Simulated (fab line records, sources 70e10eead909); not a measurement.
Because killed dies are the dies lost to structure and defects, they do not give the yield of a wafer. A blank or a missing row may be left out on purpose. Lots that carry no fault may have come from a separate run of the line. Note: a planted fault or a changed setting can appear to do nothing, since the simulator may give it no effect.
One fault through the eyes of 2 desks || flow nand harc || only its own numbers are on each desk; what lay behind them is given at the end

FROM THE METROLOGY DESK
Lot by lot, what the gauges showed, no matter which tool ran the lot: averages of those sampled wafers that carry a number. If a lot's mean is further than 4 standard deviations from the usual mean, the lot is out of limits and carries the mark OUT (the distance appears in the brackets).
Columns: A = thk nm at NHARC_A_ONON_D2_THK_MEAS_11, usual 1004 nm; B = thk nm at NHARC_A_ONON_D2_THK_MEAS_18, usual 1000 nm; C = thk nm at NHARC_A_ONON_D2_THK_MEAS_27, usual 998 nm
{"lot": "L412", "first seen here": "day 12 23:41", "A": 1002, "B": 1016, "C": 1005}
{"lot": "L413", "first seen here": "day 13 16:44", "A": 1016, "B": 996, "C": 991}
{"lot": "L414", "first seen here": "day 13 16:46", "A": 1023, "B": 1008, "C": 1000}
{"lot": "L416", "first seen here": "day 14 11:38", "A": 998, "B": 1004, "C": 978}
{"lot": "L417", "first seen here": "day 14 22:37", "A": 991, "B": 1008, "C": 988}
{"lot": "L419", "first seen here": "day 15 15:40", "A": 999, "B": 990, "C": 996}
{"lot": "L418", "first seen here": "day 15 15:41", "A": 1010, "B": 1001, "C": 1013}
{"lot": "L421", "first seen here": "day 16 14:39", "A": 980, "B": 996, "C": 999}
{"lot": "L420", "first seen here": "day 16 14:54", "A": 991, "B": 1005, "C": 1003}
{"lot": "L422", "first seen here": "day 17 08:23", "A": 1020, "B": 987, "C": 993}
{"lot": "L424", "first seen here": "day 18 05:41", "A": 971, "B": 1006, "C": 1002}
{"lot": "L426", "first seen here": "day 18 15:29", "A": 1005, "B": 1005, "C": 1004}
{"lot": "L434", "first seen here": "day 22 04:31", "A": 1011, "B": 1006, "C": 1004}
{"lot": "L433", "first seen here": "day 22 04:32", "A": 1014, "B": 990, "C": 987}
Result from this desk: across the 14 lots, nothing is out of limits.

TOOL OWNER'S DESK, pecvd onon-01
The tool's own readings at NHARC_A_ONON_D2_DEP_09 (target thk 1000 nm): means of the sampled wafers that have a number, for each lot that ran on this tool. If a lot's mean is further than 4 standard deviations from the usual mean, the lot is out of limits and carries the mark OUT (the distance appears in the brackets).
Columns: A = n2o flow sccm at NHARC_A_ONON_D2_DEP_09, usual 1999 sccm
{"lot": "L413", "first seen here": "day 13 16:17", "A": 1997}
{"lot": "L416", "first seen here": "day 14 11:07", "A": 1998}
{"lot": "L418", "first seen here": "day 15 15:10", "A": 2002}
{"lot": "L421", "first seen here": "day 16 14:08", "A": 2002}
{"lot": "L422", "first seen here": "day 17 07:53", "A": 1994}
{"lot": "L424", "first seen here": "day 18 05:10", "A": 2003}
{"lot": "L426", "first seen here": "day 18 14:58", "A": 1998}
{"lot": "L434", "first seen here": "day 22 04:04", "A": 2008}
Result from this desk: across the 8 lots, nothing is out of limits.

BROUGHT TOGETHER
The metrology desk saw nothing out of limits.
The desk of the tool owner found nothing out of limits.

WHAT THE SIMULATOR HAD PUT IN
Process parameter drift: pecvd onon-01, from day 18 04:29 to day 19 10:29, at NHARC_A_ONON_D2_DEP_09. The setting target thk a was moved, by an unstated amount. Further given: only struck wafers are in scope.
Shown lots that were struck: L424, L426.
